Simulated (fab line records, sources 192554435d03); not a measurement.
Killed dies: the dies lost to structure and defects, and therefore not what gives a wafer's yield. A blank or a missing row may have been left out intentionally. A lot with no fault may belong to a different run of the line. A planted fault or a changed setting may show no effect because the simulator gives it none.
Which tool was responsible? :: flow n5-finfet :: Sampling: 24 lots, 72 wafers, 5 of 1938 route steps

## WHAT THE GAUGES READ, wafer by wafer
N5_BEOL_M12_RS_MEAS_54: measurement is done with a four-point probe.
lot: L076
measured: day 11 02:03
on: film-metro-01
M12_RS (ohm/sq): 0.0610 0.0582 0.0602

lot: L075
measured: day 11 07:55
on: film-metro-01
M12_RS (ohm/sq): 0.0606 0.0591 0.0586

lot: L074
measured: day 11 08:28
on: film-metro-01
M12_RS (ohm/sq): 0.0618 0.0613 0.0600

lot: L077
measured: day 11 12:37
on: film-metro-01
M12_RS (ohm/sq): 0.0603 0.0593 0.0591

lot: L078
measured: day 12 06:07
on: film-metro-02
M12_RS (ohm/sq): 0.0618 0.0622 0.0598

lot: L080
measured: day 12 06:23
on: film-metro-01
M12_RS (ohm/sq): 0.0620 0.0604 0.0621

lot: L079
measured: day 12 08:38
on: film-metro-01
M12_RS (ohm/sq): 0.0604 0.0621 0.0614

lot: L081
measured: day 12 19:56
on: film-metro-02
M12_RS (ohm/sq): 0.0624 0.0617 0.0616

lot: L083
measured: day 13 11:59
on: film-metro-02
M12_RS (ohm/sq): 0.0610 0.0598 0.0614

lot: L084
measured: day 13 12:16
on: film-metro-01
M12_RS (ohm/sq): 0.0615 0.0598 0.0617

lot: L082
measured: day 13 12:43
on: film-metro-01
M12_RS (ohm/sq): 0.0600 0.0613 0.0612

lot: L085
measured: day 14 00:44
on: film-metro-02
M12_RS (ohm/sq): 0.0628 0.0623 0.0622

lot: L086
measured: day 14 20:35
on: film-metro-02
M12_RS (ohm/sq): 0.0627 0.0576 0.0607

lot: L087
measured: day 14 20:52
on: film-metro-01
M12_RS (ohm/sq): 0.0609 0.0608 0.0614

lot: L089
measured: day 15 14:15
on: film-metro-02
M12_RS (ohm/sq): 0.0582 0.0583 0.0606

lot: L088
measured: day 15 14:42
on: film-metro-02
M12_RS (ohm/sq): 0.0607 0.0606 0.0609

lot: L093
measured: day 15 23:01
on: film-metro-01
M12_RS (ohm/sq): 0.0601 0.0581 0.0578

lot: L090
measured: day 15 23:58
on: film-metro-02
M12_RS (ohm/sq): 0.0601 0.0614 0.0603

lot: L091
measured: day 16 04:56
on: film-metro-02
M12_RS (ohm/sq): 0.0619 0.0617 0.0606

lot: L092
measured: day 16 07:22
on: film-metro-01
M12_RS (ohm/sq): 0.0622 0.0581 0.0618

lot: L094
measured: day 16 13:28
on: film-metro-01
M12_RS (ohm/sq): 0.0595 0.0600 0.0597

lot: L095
measured: day 16 14:34
on: film-metro-02
M12_RS (ohm/sq): 0.0614 0.0620 0.0606

lot: L097
measured: day 17 09:42
on: film-metro-01
M12_RS (ohm/sq): 0.0617 0.0605 0.0613

lot: L096
measured: day 17 11:17
on: film-metro-01
M12_RS (ohm/sq): 0.0610 0.0612 0.0608

N5_BEOL_M13_CD_MEAS_10 targets a cd of 190 nm.
lot: L076
measured: day 11 02:41
on: cd-sem-03
cd-nm (nm): 189.8 190.1 188.4

lot: L075
measured: day 11 08:26
on: cd-sem-01
cd-nm (nm): 190.9 188.6 189.3

lot: L074
measured: day 11 09:07
on: cd-sem-03
cd-nm (nm): 191.5 189.7 192.2

lot: L077
measured: day 11 13:16
on: cd-sem-03
cd-nm (nm): 190.6 191.1 193.1

lot: L078
measured: day 12 06:37
on: cd-sem-01
cd-nm (nm): 187.2 188.2 188.6

lot: L080
measured: day 12 06:55
on: cd-sem-01
cd-nm (nm): 191.4 187.7 188.9

lot: L079
measured: day 12 09:16
on: cd-sem-02
cd-nm (nm): 189.5 192.1 189.8

lot: L081
measured: day 12 20:35
on: cd-sem-02
cd-nm (nm): 188.7 188.8 188.6

lot: L083
measured: day 13 12:38
on: cd-sem-01
cd-nm (nm): 189.4 191.0 188.0

lot: L084
measured: day 13 12:47
on: cd-sem-02
cd-nm (nm): 189.5 191.2 191.0

lot: L082
measured: day 13 13:25
on: cd-sem-02
cd-nm (nm): 190.5 191.8 188.5

lot: L085
measured: day 14 01:16
on: cd-sem-01
cd-nm (nm): 190.2 190.4 188.3

lot: L086
measured: day 14 21:07
on: cd-sem-03
cd-nm (nm): 188.4 189.2 188.0

lot: L087
measured: day 14 21:30
on: cd-sem-02
cd-nm (nm): 190.0 188.9 188.9

lot: L089
measured: day 15 14:54
on: cd-sem-03
cd-nm (nm): 186.9 188.3 187.2

lot: L088
measured: day 15 15:20
on: cd-sem-02
cd-nm (nm): 191.3 190.4 190.1

lot: L093
measured: day 15 23:40
on: cd-sem-01
cd-nm (nm): 189.3 189.4 188.4

lot: L090
measured: day 16 00:29
on: cd-sem-03
cd-nm (nm): 188.8 190.2 187.9

lot: L091
measured: day 16 05:35
on: cd-sem-03
cd-nm (nm): 188.0 189.6 188.9

lot: L092
measured: day 16 07:53
on: cd-sem-01
cd-nm (nm): 187.6 188.0 189.9

lot: L094
measured: day 16 13:59
on: cd-sem-02
cd-nm (nm): 191.7 187.9 190.8

lot: L095
measured: day 16 15:05
on: cd-sem-02
cd-nm (nm): 189.3 191.0 187.8

lot: L097
measured: day 17 10:20
on: cd-sem-01
cd-nm (nm): 188.4 187.6 187.8

lot: L096
measured: day 17 11:48
on: cd-sem-02
cd-nm (nm): 188.0 188.3 188.6

N5_BEOL_M13_INSPECT_12: inspects for defects (macro).
lot: L076
measured: day 11 02:45
on: defect-inspect-01
raw-defect-count: 2 0 2

lot: L075
measured: day 11 08:30
on: defect-inspect-02
raw-defect-count: 4 1 2

lot: L074
measured: day 11 09:10
on: defect-inspect-02
raw-defect-count: 0 1 1

lot: L077
measured: day 11 13:19
on: defect-inspect-02
raw-defect-count: 1 1 2

lot: L078
measured: day 12 06:41
on: defect-inspect-01
raw-defect-count: 4 6 2

lot: L080
measured: day 12 06:58
on: defect-inspect-01
raw-defect-count: 2 5 1

lot: L079
measured: day 12 09:19
on: defect-inspect-01
raw-defect-count: 2 1 2

lot: L081
measured: day 12 20:38
on: defect-inspect-01
raw-defect-count: 3 0 3

lot: L083
measured: day 13 12:41
on: defect-inspect-01
raw-defect-count: 1 1 1

lot: L084
measured: day 13 12:50
on: defect-inspect-01
raw-defect-count: 3 2 2

lot: L082
measured: day 13 13:28
on: defect-inspect-01
raw-defect-count: 0 3 1

lot: L085
measured: day 14 01:19
on: defect-inspect-01
raw-defect-count: 1 1 1

lot: L086
measured: day 14 21:10
on: defect-inspect-01
raw-defect-count: 3 2 3

lot: L087
measured: day 14 21:34
on: defect-inspect-01
raw-defect-count: 1 1 2

lot: L089
measured: day 15 14:57
on: defect-inspect-01
raw-defect-count: 2 2 3

lot: L088
measured: day 15 15:23
on: defect-inspect-02
raw-defect-count: 3 1 2

lot: L093
measured: day 15 23:43
on: defect-inspect-01
raw-defect-count: 0 0 2

lot: L090
measured: day 16 00:32
on: defect-inspect-02
raw-defect-count: 1 3 1

lot: L091
measured: day 16 05:38
on: defect-inspect-02
raw-defect-count: 0 2 0

lot: L092
measured: day 16 07:56
on: defect-inspect-01
raw-defect-count: 4 2 0

lot: L094
measured: day 16 14:02
on: defect-inspect-02
raw-defect-count: 1 1 1

lot: L095
measured: day 16 15:08
on: defect-inspect-01
raw-defect-count: 3 3 3

lot: L097
measured: day 17 10:23
on: defect-inspect-01
raw-defect-count: 5 0 4

lot: L096
measured: day 17 11:51
on: defect-inspect-01
raw-defect-count: 2 3 2

N5_BEOL_M13_THK_MEAS_50: measures by xrf.
lot: L076
measured: day 11 08:11
on: film-metro-01
M13_THK (nm): 399 409 418

lot: L075
measured: day 11 11:52
on: film-metro-02
M13_THK (nm): 406 416 434

lot: L074
measured: day 11 13:23
on: film-metro-02
M13_THK (nm): 411 422 407

lot: L077
measured: day 11 17:37
on: film-metro-02
M13_THK (nm): 412 407 413

lot: L078
measured: day 12 15:51
on: film-metro-02
M13_THK (nm): 409 429 432

lot: L080
measured: day 12 15:24
on: film-metro-01
M13_THK (nm): 432 412 404

lot: L079
measured: day 12 17:44
on: film-metro-02
M13_THK (nm): 427 411 437

lot: L081
measured: day 13 05:05
on: film-metro-01
M13_THK (nm): 409 420 418

lot: L083
measured: day 13 18:31
on: film-metro-01
M13_THK (nm): 428 425 422

lot: L084
measured: day 14 00:19
on: film-metro-01
M13_THK (nm): 410 399 401

lot: L082
measured: day 14 00:22
on: film-metro-01
M13_THK (nm): 411 420 430

lot: L085
measured: day 14 08:20
on: film-metro-01
M13_THK (nm): 422 422 412

lot: L086
measured: day 15 02:02
on: film-metro-02
M13_THK (nm): 421 421 425

lot: L087
measured: day 15 02:08
on: film-metro-01
M13_THK (nm): 407 423 427

lot: L089
measured: day 15 18:20
on: film-metro-01
M13_THK (nm): 407 436 405

lot: L088
measured: day 15 19:14
on: film-metro-02
M13_THK (nm): 421 421 428

lot: L093
measured: day 16 03:56
on: film-metro-02
M13_THK (nm): 430 412 442

lot: L090
measured: day 16 07:56
on: film-metro-01
M13_THK (nm): 428 398 417

lot: L091
measured: day 16 09:43
on: film-metro-01
M13_THK (nm): 406 425 409

lot: L092
measured: day 16 13:56
on: film-metro-01
M13_THK (nm): 411 401 422

lot: L094
measured: day 16 17:15
on: film-metro-02
M13_THK (nm): 421 423 418

lot: L095
measured: day 16 22:29
on: film-metro-02
M13_THK (nm): 409 417 423

lot: L097
measured: day 17 20:23
on: film-metro-02
M13_THK (nm): 422 417 436

lot: L096
measured: day 17 20:46
on: film-metro-02
M13_THK (nm): 414 432 416

## WHICH TOOL RAN EACH LOT (tool, then ch and the chambers of the sampled wafers, then the start)
lot: L076
N5_BEOL_M12_ANNEAL_48: rtp-anneal-01 ch 0, day 11 01:23

lot: L075
N5_BEOL_M12_ANNEAL_48: rtp-anneal-01 ch 0, day 11 07:18

lot: L074
N5_BEOL_M12_ANNEAL_48: rtp-anneal-01 ch 0, day 11 07:53

lot: L077
N5_BEOL_M12_ANNEAL_48: rtp-anneal-02 ch 0, day 11 11:59

lot: L078
N5_BEOL_M12_ANNEAL_48: rtp-anneal-01 ch 0, day 12 05:23

lot: L080
N5_BEOL_M12_ANNEAL_48: rtp-anneal-01 ch 0, day 12 05:40

lot: L079
N5_BEOL_M12_ANNEAL_48: rtp-anneal-01 ch 0, day 12 07:55

lot: L081
N5_BEOL_M12_ANNEAL_48: rtp-anneal-01 ch 0, day 12 19:14

lot: L083
N5_BEOL_M12_ANNEAL_48: rtp-anneal-01 ch 0, day 13 11:22

lot: L084
N5_BEOL_M12_ANNEAL_48: rtp-anneal-01 ch 0, day 13 11:38

lot: L082
N5_BEOL_M12_ANNEAL_48: rtp-anneal-01 ch 0, day 13 11:59

lot: L085
N5_BEOL_M12_ANNEAL_48: rtp-anneal-02 ch 0, day 14 00:01

lot: L086
N5_BEOL_M12_ANNEAL_48: rtp-anneal-01 ch 0, day 14 19:52

lot: L087
N5_BEOL_M12_ANNEAL_48: rtp-anneal-01 ch 0, day 14 20:08

lot: L089
N5_BEOL_M12_ANNEAL_48: rtp-anneal-02 ch 0, day 15 13:38

lot: L088
N5_BEOL_M12_ANNEAL_48: rtp-anneal-01 ch 0, day 15 13:59

lot: L093
N5_BEOL_M12_ANNEAL_48: rtp-anneal-02 ch 0, day 15 22:17

lot: L090
N5_BEOL_M12_ANNEAL_48: rtp-anneal-02 ch 0, day 15 23:13

lot: L091
N5_BEOL_M12_ANNEAL_48: rtp-anneal-02 ch 0, day 16 04:13

lot: L092
N5_BEOL_M12_ANNEAL_48: rtp-anneal-01 ch 0, day 16 06:38

lot: L094
N5_BEOL_M12_ANNEAL_48: rtp-anneal-01 ch 0, day 16 12:49

lot: L095
N5_BEOL_M12_ANNEAL_48: rtp-anneal-02 ch 0, day 16 13:51

lot: L097
N5_BEOL_M12_ANNEAL_48: rtp-anneal-01 ch 0, day 17 09:04

lot: L096
N5_BEOL_M12_ANNEAL_48: rtp-anneal-02 ch 0, day 17 10:27
- N5_BEOL_M12_ANNEAL_48: time 90 s.

## AS READ BY THE TOOLS THEMSELVES (means over the sampled wafers that have a number; for cases with no such wafer, the mark the record gives instead)
N5_BEOL_M12_ANNEAL_48.
lot: L076
tool: rtp-anneal-01
wafer_temp_C_max: 226.10

lot: L075
tool: rtp-anneal-01
wafer_temp_C_max: 226.30

lot: L074
tool: rtp-anneal-01
wafer_temp_C_max: 226.73

lot: L077
tool: rtp-anneal-02
wafer_temp_C_max: 226.26

lot: L078
tool: rtp-anneal-01
wafer_temp_C_max: 226.40

lot: L080
tool: rtp-anneal-01
wafer_temp_C_max: 226.41

lot: L079
tool: rtp-anneal-01
wafer_temp_C_max: 226.15

lot: L081
tool: rtp-anneal-01
wafer_temp_C_max: 226.38

lot: L083
tool: rtp-anneal-01
wafer_temp_C_max: 226.60

lot: L084
tool: rtp-anneal-01
wafer_temp_C_max: 226.33

lot: L082
tool: rtp-anneal-01
wafer_temp_C_max: 226.31

lot: L085
tool: rtp-anneal-02
wafer_temp_C_max: 226.15

lot: L086
tool: rtp-anneal-01
wafer_temp_C_max: 226.51

lot: L087
tool: rtp-anneal-01
wafer_temp_C_max: 225.93

lot: L089
tool: rtp-anneal-02
wafer_temp_C_max: 226.07

lot: L088
tool: rtp-anneal-01
wafer_temp_C_max: 226.82

lot: L093
tool: rtp-anneal-02
wafer_temp_C_max: 226.20

lot: L090
tool: rtp-anneal-02
wafer_temp_C_max: 225.85

lot: L091
tool: rtp-anneal-02
wafer_temp_C_max: 226.39

lot: L092
tool: rtp-anneal-01
wafer_temp_C_max: 226.37

lot: L094
tool: rtp-anneal-01
wafer_temp_C_max: 226.15

lot: L095
tool: rtp-anneal-02
wafer_temp_C_max: 226.28

lot: L097
tool: rtp-anneal-01
wafer_temp_C_max: 226.33

lot: L096
tool: rtp-anneal-02
wafer_temp_C_max: 226.10

## THE ANSWER, worked out from the rows above alone
Rule: the lots themselves supply what counts as usual. Put in order of their means at a reading, lots are off if they are a third of the lots or fewer, leave a main group of 4 or more, and stand apart from it by a gap of 3 or more times the standard deviation of the main group's means; of several such gaps the widest counts. A main group whose means are all the same, to the digits that the tables above print for the reading, isn't used. A lot without any number at a reading at which 4 lots or more have one is off too. All remaining lots with rows at the step are treated as sound. Order of review: gauges by route order, followed by the tools' own readings, for which a lot's mean as printed above is used. The first step at which some lot is off is used, and at that step the reading that is off furthest; a lot without a number counts as furthest.
Nothing can be told from this: no lot is off at any reading shown.

## WHAT THE SIMULATOR PUT IN
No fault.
